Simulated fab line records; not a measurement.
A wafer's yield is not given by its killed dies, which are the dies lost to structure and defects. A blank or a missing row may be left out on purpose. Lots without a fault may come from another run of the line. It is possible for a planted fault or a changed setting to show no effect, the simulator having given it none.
Matching of chambers || flow n5-finfet || cmp-02 running N5_ILD0_CMP_12: 4 sister chambers
The step polishes SiNx, stops on poly-Si, t overpolish 6 s, target thk 17.67 nm. 4 wafers are shown with their chamber, then 11 later ones without.

== WAFERS WITH THEIR CHAMBER ==
{"wafer": "L082.1", "chamber": 0, "motor-current-A (A)": 9.0}
{"wafer": "L088.1", "chamber": 2, "motor-current-A (A)": 8.0}
{"wafer": "L088.5", "chamber": 3, "motor-current-A (A)": 9.7}
{"wafer": "L089.3", "chamber": 1, "motor-current-A (A)": 8.7}

== WAFERS WITHOUT THEIR CHAMBER ==
{"wafer": "L089.5", "motor-current-A (A)": 7.8}
{"wafer": "L089.6", "motor-current-A (A)": 9.8}
{"wafer": "L093.1", "motor-current-A (A)": 7.8}
{"wafer": "L093.3", "motor-current-A (A)": 10.5}
{"wafer": "L093.6", "motor-current-A (A)": 9.0}
{"wafer": "L094.1", "motor-current-A (A)": 9.0}
{"wafer": "L094.3", "motor-current-A (A)": 9.7}
{"wafer": "L094.4", "motor-current-A (A)": 9.9}
{"wafer": "L095.1", "motor-current-A (A)": 7.6}
{"wafer": "L095.2", "motor-current-A (A)": 9.0}
{"wafer": "L095.5", "motor-current-A (A)": 8.9}

== THE CHAMBER EACH PASSED THROUGH ==
{"wafer": "L089.5", "from the rows above": 2, "in truth": 2}
{"wafer": "L089.6", "from the rows above": 3, "in truth": 3}
{"wafer": "L093.1", "from the rows above": 2, "in truth": 2}
{"wafer": "L093.3", "from the rows above": 3, "in truth": 3}
{"wafer": "L093.6", "from the rows above": "can't be placed: 0 or 1", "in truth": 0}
{"wafer": "L094.1", "from the rows above": "can't be placed: 0 or 1", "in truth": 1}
{"wafer": "L094.3", "from the rows above": 3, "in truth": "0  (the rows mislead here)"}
{"wafer": "L094.4", "from the rows above": 3, "in truth": 3}
{"wafer": "L095.1", "from the rows above": 2, "in truth": 2}
{"wafer": "L095.2", "from the rows above": "can't be placed: 0 or 1", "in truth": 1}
{"wafer": "L095.5", "from the rows above": "can't be placed: 0 or 1", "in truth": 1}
Placed correctly: 6 of 11. From these rows, 4 cannot be placed; in 4 the true chamber is one of the candidates. Wrongly placed: 1.
How it was worked out, from the rows above alone: a wafer's distance from a chamber is the root of the sum, over the readings, of the square of ((its reading less the chamber's mean) divided by the reading's scatter). If the next closest chamber is less than 2 further off than the closest, the wafer can't be placed; otherwise it belongs to the closest. Each chamber's mean is taken over the wafers shown for it. The scatter: with one shown wafer a chamber, the root of the mean of the squares of how far each hidden wafer lies from its nearest shown one.
